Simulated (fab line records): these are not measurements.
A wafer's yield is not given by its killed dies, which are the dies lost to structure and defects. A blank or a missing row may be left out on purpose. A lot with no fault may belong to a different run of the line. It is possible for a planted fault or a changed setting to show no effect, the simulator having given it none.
Chamber matching | flow nand-harc | NHARC_A_CONTACT_ETCH_110 on rie-diel-03: 4 sister chambers
The step etches the open film in CF4/O2, target depth 60 nm, overetch 6 nm, time 33 s. 18 wafers are shown with their chamber, then 8 later ones without.

WAFERS PAIRED WITH THEIR CHAMBERS
wafer  | chamber | showerhead-plenum-p-Torr (Torr) | drypump-motor-current-A (A) | rf-vpp-V (V)
L205.1 | 0       | 1.39                            | 5.6                         | 198.3
L205.5 | 2       | 1.40                            | 5.2                         | 200.3
L205.6 | 3       | 1.37                            | 5.7                         | 198.0
L204.2 | 0       | 1.39                            | 5.6                         | 198.1
L204.3 | 1       | 1.24                            | 5.3                         | 195.3
L204.5 | 3       | 1.37                            | 5.6                         | 199.2
L206.1 | 1       | 1.23                            | 5.3                         | 194.5
L206.5 | 2       | 1.40                            | 5.1                         | 198.4
L206.6 | 1       | 1.23                            | 5.3                         | 196.4
L207.2 | 2       | 1.40                            | 5.1                         | 198.4
L207.3 | 3       | 1.37                            | 5.6                         | 199.1
L207.5 | 0       | 1.39                            | 5.6                         | 198.7
L208.2 | 2       | 1.40                            | 5.1                         | 199.1
L208.3 | 3       | 1.37                            | 5.7                         | 197.0
L208.4 | 0       | 1.39                            | 5.7                         | 199.0
L209.1 | 0       | 1.39                            | 5.7                         | 200.1
L209.2 | 1       | 1.23                            | 5.3                         | 195.5
L209.4 | 2       | 1.40                            | 5.2                         | 197.9

SIGNATURES, as means of the wafers listed above
reading                  | chamber 0 | chamber 1 | chamber 2 | chamber 3 | scatter within a chamber
showerhead-plenum-p-Torr | 1.3900    | 1.2325    | 1.4000    | 1.3700    | 0.00231
drypump-motor-current-A  | 5.640     | 5.300     | 5.140     | 5.650     | 0.0493
rf-vpp-V                 | 198.840   | 195.425   | 198.820   | 198.325   | 0.886
Rule: for each reading, subtract the chamber's mean from the wafer's reading, divide by that reading's scatter and square the result; add these up over the readings and take the root, which gives the wafer's distance from the chamber. If the next closest chamber is less than 2 further off than the closest, the wafer can't be placed; otherwise it belongs to the closest. The scatter is the square root of a quotient: the sum, over the shown wafers, of each reading's squared deviation from its chamber's mean, divided by wafers minus chambers.

WAFERS MISSING THEIR CHAMBER
wafer  | showerhead-plenum-p-Torr (Torr) | drypump-motor-current-A (A) | rf-vpp-V (V)
L211.1 | 1.39                            | 5.6                         | 199.1
L211.2 | 1.23                            | 5.3                         | 196.3
L211.6 | 1.37                            | 5.6                         | 200.2
L215.2 | 1.39                            | 5.6                         | 199.9
L215.3 | 1.44                            | 5.3                         | 200.7
L215.5 | 1.44                            | 5.3                         | 202.1
L220.1 | 1.37                            | 5.7                         | 199.9
L220.2 | 1.39                            | 5.6                         | 198.9

EACH ONE'S CHAMBER
wafer  | from the rows above | in truth
L211.1 | 0                   | 0
L211.2 | 1                   | 1
L211.6 | 3                   | 3
L215.2 | 0                   | 0
L215.3 | 2                   | 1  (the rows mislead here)
L215.5 | 2                   | 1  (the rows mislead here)
L220.1 | 3                   | 3
L220.2 | 0                   | 0
Placed correctly: 6 of 8. Number that these rows cannot place: 0. Number placed wrongly: 2.
